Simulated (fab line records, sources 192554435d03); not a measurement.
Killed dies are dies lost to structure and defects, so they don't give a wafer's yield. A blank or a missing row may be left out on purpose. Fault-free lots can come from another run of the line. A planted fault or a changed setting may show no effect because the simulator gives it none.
fab line records	flow n5_finfet
[record] lots = 10	wafers = 30	last_day = 17
route steps=1938 shown SD_EPI_N@272 ILD0@338 SDB@356 BEOL_M4@1111
lots that met no fault: taken from a fault-free run of the same line
start_h: hours from the record's first day to the start of the lot's first wafer shown	wait_h: time in hours since the lot's previous step	" identical to the entry in the row above	L1.1+2: one row covering several wafers at once	- no value present, or no start provided	* or withheld: withheld	< > ~ a bound
route shown NAME@n: a module of which the file shows steps, and the number in the route of the first	usual: mean/standard deviation taken from wafers without a fault	same: alike in all rows	chamber/n: place in a boat	sites: readings site by site	_std_site: how widely they spread, as a standard deviation	_edge_site: inner sites' mean taken away from outer sites' mean	radius_mm: for every site, how far away it sits from the centre of the wafer	mask NAME#n: copy n	behind: the tool/chamber that last shaped the wafer	hold: what put the lot on hold/how long, in hours/how the hold closed	device: the transistor (n, p or np) that didn't switch	end of line: at the end of the route, the tests of the same wafers	where a step has no rows: the recipe by itself	killed: the dies lost at the first sort to structure and to defects; this is not the yield of the wafer	map: shows each die of a wafer: x if killed, . if not, _ if none is there
set.NAME: the setting that was run; set.NAME@STEP: the one run at that earlier step	model.NAME: the simulator's own value behind a step, which no gauge read
route steps across a sampled set of lots; one table per step, one row per wafer
services: the hour from which a tool's chamber was out of use, counted from the record's first day as start_h (under 0 if before that day), plus the number of hours and why
[[steps]]
[step N5_SD_EPI_N_INSPECT_11]
[recipe] mode = adi	inspect_instrument = macro
[usual] raw_defect_count = 2.1/1.4
lot.wafer	tool	chamber	start_h	wait_h	raw_defect_count
L993.1	defect_inspect-01	-	55.13	0.0	1
L993.2	"	-	"	"	2
L993.3	"	-	"	"	3
L994.3	defect_inspect-02	-	59.64	0.0	4
L994.4	"	-	"	"	1
L994.6	"	-	"	"	1
L996.4	defect_inspect-01	-	73.67	0.1	2
L996.5	"	-	"	"	1
L996.6	"	-	"	"	2
L999.3	defect_inspect-02	-	94.89	0.0	2
L999.5	"	-	"	"	2
L999.6	"	-	"	"	4
L100.1	defect_inspect-02	-	97.53	0.0	3
L100.3	"	-	"	"	1
L100.5	"	-	"	"	1
L103.1	defect_inspect-02	-	116.42	0.0	3
L103.2	"	-	"	"	0
L103.3	"	-	"	"	1
L106.2	defect_inspect-02	-	131.63	0.0	1
L106.4	"	-	"	"	2
L106.6	"	-	"	"	2
L110.3	defect_inspect-01	-	157.48	0.0	2
L110.4	"	-	"	"	6
L110.6	"	-	"	"	2
L112.1	defect_inspect-02	-	173.09	0.0	2
L112.5	"	-	"	"	2
L112.6	"	-	"	"	1
L114.1	defect_inspect-01	-	181.34	0.0	3
L114.2	"	-	"	"	0
L114.3	"	-	"	"	1
[step N5_ILD0_CMP_03]
[recipe] stop_on = SiNx	t_overpolish_s = 1.9	post_cmp_clean = alkaline_brush	down_force_psi = 4.1491	platen_rpm = 51.796	pad_velocity_m_s = 1.0306	target_thk_nm = 197.38
[usual] edge_zone_pressure_frac = 1.000/0.005	head_pressure_psi = 4.148/0.0093	motor_current_A = 12.1/1.5	overpolish_run_s = 1.900/0.0097	time_to_endpoint_s = 68.6/2.7
lot.wafer	tool	chamber	start_h	wait_h	edge_zone_pressure_frac	head_pressure_psi	motor_current_A	overpolish_run_s	time_to_endpoint_s
L993.3	cmp-01	1	66.91	0.0	1.001	4.152	11.0	1.883	67.6
L993.2	"	2	"	"	0.994	4.157	11.7	1.889	69.1
L993.1	"	0	"	"	1.002	4.153	13.4	1.905	67.7
L994.4	cmp-03	2	71.62	0.0	0.997	4.149	13.9	1.892	68.3
L994.3	"	1	"	"	1.008	4.163	10.6	1.893	67.1
L994.6	"	2	"	"	0.986	4.165	14.2	1.884	70.1
L996.4	cmp-03	3	85.10	0.2	0.992	4.162	15.7	1.883	67.5
L996.5	"	0	"	"	1.002	4.139	13.1	1.903	67.0
L996.6	"	1	"	"	0.997	4.138	10.8	1.905	66.9
L999.3	cmp-03	1	107.93	0.1	1.003	4.150	10.6	1.891	66.3
L999.6	"	0	"	"	1.001	4.143	12.9	1.893	68.3
L999.5	"	1	"	"	1.005	4.138	11.1	1.914	66.7
L100.1	cmp-03	2	109.20	0.1	0.990	4.141	13.5	1.908	72.7
L100.3	"	0	"	"	1.007	4.148	12.7	1.898	69.5
L100.5	"	2	"	"	0.999	4.147	13.9	1.922	72.7
L103.3	cmp-03	3	128.89	0.0	0.994	4.796	18.3	1.893	59.1
L103.1	"	0	"	"	1.001	4.782	14.7	1.887	55.7
L103.2	"	2	"	"	1.002	4.787	15.2	1.902	59.9
L106.4	cmp-03	3	144.73	0.0	0.998	4.799	17.8	1.899	57.0
L106.2	"	1	"	"	0.996	4.798	11.7	1.892	58.7
L106.6	"	0	"	"	1.003	4.802	15.3	1.915	58.5
L110.4	cmp-02	0	170.04	0.1	1.001	4.155	10.2	1.886	68.6
L110.3	"	2	"	"	1.002	4.141	11.6	1.890	68.3
L110.6	"	3	"	"	1.006	4.144	12.0	1.898	70.6
L112.1	cmp-02	0	186.15	0.0	0.993	4.143	11.0	1.905	71.0
L112.5	"	0	"	"	0.999	4.153	10.6	1.902	73.8
L112.6	"	1	"	"	0.994	4.142	11.5	1.902	69.9
L114.1	cmp-01	2	194.70	0.1	1.005	4.153	11.2	1.888	69.4
L114.2	"	3	"	"	1.005	4.167	11.3	1.905	70.1
L114.3	"	0	"	"	1.001	4.152	12.5	1.904	69.2
[step N5_ILD0_CMP_07]
[recipe] stop_on = poly-Si	material = SiO2_flowable	t_overpolish_s = 1.18	post_cmp_clean = alkaline_brush	down_force_psi = 4.1491	platen_rpm = 51.796	pad_velocity_m_s = 1.0306	target_thk_nm = 138.88
[usual] edge_zone_pressure_frac = 1.001/0.005	head_pressure_psi = 4.150/0.0087	motor_current_A = 11.9/1.3
lot.wafer	tool	chamber	start_h	wait_h	edge_zone_pressure_frac	head_pressure_psi	motor_current_A
L993.1	cmp-01	2	67.27	0.1	1.003	4.146	11.4
L993.2	"	3	"	"	1.000	4.136	11.2
L993.3	"	0	"	"	1.011	4.148	13.0
L994.3	cmp-02	0	71.98	0.1	0.994	4.152	11.0
L994.4	"	1	"	"	1.005	4.164	11.7
L994.6	"	0	"	"	0.998	4.139	10.7
L996.4	cmp-03	2	85.42	0.1	0.998	4.160	14.3
L996.5	"	3	"	"	0.998	4.149	15.6
L996.6	"	0	"	"	0.999	4.152	12.7
L999.3	cmp-02	0	108.33	0.1	1.002	4.156	10.2
L999.6	"	1	"	"	1.000	4.141	11.7
L999.5	"	2	"	"	0.997	4.147	10.8
L100.1	cmp-02	2	109.49	0.0	1.000	4.154	11.3
L100.3	"	3	"	"	0.997	4.161	12.1
L100.5	"	2	"	"	1.004	4.162	11.0
L103.1	cmp-01	0	129.21	0.0	1.001	4.160	12.6
L103.2	"	1	"	"	1.003	4.160	10.9
L103.3	"	3	"	"	1.004	4.157	10.9
L106.2	cmp-02	3	145.09	0.1	1.002	4.158	12.5
L106.4	"	1	"	"	1.001	4.147	12.1
L106.6	"	2	"	"	0.999	4.151	11.0
L110.3	cmp-03	3	170.33	0.0	1.003	4.163	16.1
L110.4	"	1	"	"	0.995	4.149	11.2
L110.6	"	3	"	"	1.003	4.156	15.7
L112.1	cmp-01	0	186.55	0.1	1.001	4.155	12.1
L112.5	"	2	"	"	0.994	4.153	11.5
L112.6	"	3	"	"	0.998	4.154	11.3
L114.2	cmp-02	1	195.03	0.1	1.009	4.154	11.5
L114.3	"	2	"	"	0.997	4.164	11.0
L114.1	"	3	"	"	0.995	4.146	12.6
[step N5_SDB_CD_MEAS_11]
[recipe] target_cd_nm = 50	landing_energy_ev = 500	detector = se_inlens	polarity = opening
[usual] cd_nm = 50.1/0.98
lot.wafer	tool	chamber	start_h	wait_h	cd_nm
L993.1	cd_sem-03	0	71.28	-	50.6
L993.2	"	0	"	"	49.8
L993.3	"	0	"	"	49.6
L994.3	cd_sem-03	0	76.31	-	50.5
L994.4	"	0	"	"	51.1
L994.6	"	0	"	"	51.1
L996.4	cd_sem-03	0	89.34	-	51.2
L996.5	"	0	"	"	51.0
L996.6	"	0	"	"	51.0
L999.3	cd_sem-03	0	112.11	-	48.5
L999.5	"	0	"	"	48.4
L999.6	"	0	"	"	47.3
L100.1	cd_sem-01	0	113.68	-	50.0
L100.3	"	0	"	"	49.3
L100.5	"	0	"	"	48.9
L103.1	cd_sem-01	0	133.18	-	49.3
L103.2	"	0	"	"	50.1
L103.3	"	0	"	"	49.4
L106.2	cd_sem-03	0	149.36	-	50.8
L106.4	"	0	"	"	52.0
L106.6	"	0	"	"	51.4
L110.3	cd_sem-03	0	174.35	-	49.1
L110.4	"	0	"	"	49.1
L110.6	"	0	"	"	48.9
L112.1	cd_sem-02	0	190.49	-	49.9
L112.5	"	0	"	"	49.9
L112.6	"	0	"	"	50.4
L114.1	cd_sem-02	0	199.12	-	49.7
L114.2	"	0	"	"	49.0
L114.3	"	0	"	"	50.7
[step N5_BEOL_M4_RC_MEAS_101]
[usual] DIBL_N = 36.5/1.4	DIBL_P = 36.5/1.6	IOFF_N = 0.163/0.022	IOFF_P = 0.219/0.029	ION_N = 675/8.3	ION_P = 464/6.2	SS_N = 71.5/0.52	SS_P = 73.4/0.57	VT_N = 249.7/2.6	VT_P = -250/3
lot.wafer	tool	chamber	start_h	wait_h	DIBL_N[mV/V]	DIBL_P[mV/V]	IOFF_N[nA/um]	IOFF_P[nA/um]	ION_N[uA/um]	ION_P[uA/um]	SS_N[mV/dec]	SS_P[mV/dec]	VT_N[mV]	VT_P[mV]
L993.1	prober-01	0	171.17	0.0	38.3	37.0	0.170	0.252	673	472	71.9	73.3	252.2	-249
L993.2	"	0	"	"	36.7	34.9	0.139	0.215	661	462	71.2	73.9	254.3	-248
L993.3	"	0	"	"	36.8	34.5	0.136	0.199	669	468	70.9	73.2	253.8	-249
L994.3	prober-01	0	183.48	0.3	37.4	38.1	0.189	0.216	673	455	72.7	73.7	247.7	-251
L994.4	"	0	"	"	34.2	34.8	0.134	0.174	666	453	71.4	73.3	251.4	-255
L994.6	"	0	"	"	36.5	38.0	0.174	0.213	676	461	72.3	73.4	250.6	-251
L996.4	prober-02	0	211.63	0.5	38.0	38.5	0.187	0.234	682	462	72.1	74.0	247.6	-249
L996.5	"	0	"	"	37.2	37.4	0.190	0.208	691	466	72.5	72.4	245.4	-251
L996.6	"	0	"	"	37.7	38.7	0.194	0.236	687	461	72.0	73.9	246.8	-251
L999.3	prober-01	0	213.32	0.3	36.9	36.2	0.172	0.197	666	454	72.1	73.3	251.5	-250
L999.5	"	0	"	"	35.8	35.2	0.154	0.188	666	454	70.6	73.4	250.5	-251
L999.6	"	0	"	"	36.2	36.4	0.173	0.200	682	462	71.4	73.0	249.3	-251
L100.1	prober-01	0	214.70	0.0	33.8	32.7	0.120	0.196	666	468	71.6	72.4	251.9	-247
L100.3	"	0	"	"	36.2	35.5	0.155	0.244	671	464	71.3	73.1	249.2	-247
L100.5	"	0	"	"	35.3	34.8	0.140	0.230	676	472	71.5	72.8	250.8	-248
L103.1	prober-02	0	231.98	0.0	35.2	36.0	0.148	0.232	675	468	70.5	72.0	250.1	-248
L103.2	"	0	"	"	36.1	36.6	0.172	0.246	668	468	71.4	72.3	247.9	-247
L103.3	"	0	"	"	38.4	39.9	0.212	0.302	682	472	71.5	73.9	244.5	-244
L106.2	prober-02	0	258.71	0.2	34.4	35.2	0.136	0.204	666	464	71.6	73.7	253.6	-250
L106.4	"	0	"	"	35.7	37.0	0.159	0.217	682	461	71.2	73.5	253.2	-250
L106.6	"	0	"	"	35.8	36.9	0.158	0.223	670	466	71.7	73.5	249.6	-249
L110.3	prober-01	0	283.00	0.3	37.9	38.8	0.177	0.227	684	464	71.6	73.8	247.7	-250
L110.4	"	0	"	"	38.4	39.5	0.187	0.243	682	465	71.8	74.3	247.3	-249
L110.6	"	0	"	"	39.1	39.8	0.197	0.247	685	468	71.8	74.1	247.4	-246
L112.1	prober-02	0	290.68	0.0	38.5	38.0	0.175	0.240	681	464	71.3	74.3	250.5	-247
L112.5	"	0	"	"	38.7	37.9	0.184	0.244	666	460	71.4	74.3	248.6	-248
L112.6	"	0	"	"	38.1	37.6	0.174	0.248	685	471	71.4	74.0	247.6	-247
L114.1	prober-02	0	310.36	0.0	35.7	37.9	0.170	0.230	681	472	72.5	73.4	250.1	-248
L114.2	"	0	"	"	33.3	34.6	0.127	0.184	675	467	71.0	72.6	252.1	-251
L114.3	"	0	"	"	35.0	36.6	0.151	0.217	675	465	71.1	73.3	250.0	-249
[[services]]
tool	chamber	start_h	hours	kind
cmp-03	-	48.77	4.2	pm
cmp-03	-	54.01	1.6	repair
cmp-01	-	54.66	2.2	repair
cmp-01	-	58.28	3.1	repair
cmp-03	-	105.77	0.9	repair
cmp-03	-	118.45	1.5	repair
cmp-02	-	121.46	6.8	pm
cmp-03	-	145.48	0.9	repair
cmp-01	-	174.98	4.3	repair
cmp-02	-	183.81	2.2	repair
cmp-01	-	191.12	1.8	repair
[[key]]
[first_sign] step = N5_ILD0_CMP_03	reading = head_pressure_psi	direction = up	sigmas = 70	usual = 4.148	struck = 4.794
[effect] step = N5_ILD0_CMP_03	reading = time_to_endpoint_s	direction = down	sigmas = 3.9	usual = *	struck = *
met_at N5_ILD0_CMP_03
struck_lots L103,L106
not_acting_at N5_SD_EPI_N_INSPECT_11,N5_ILD0_CMP_07,N5_SDB_CD_MEAS_11
onset_between 109.20 128.89
[fault] kind = process_parameter_drift	tool = cmp-03	chamber = -	onset_h = 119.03	steps = N5_ILD0_CMP_03	channel = down_force_psi	offset = 0.64114	shape = step	end_h = 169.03	acts_in = these_recipes_only	stated = 4.1491
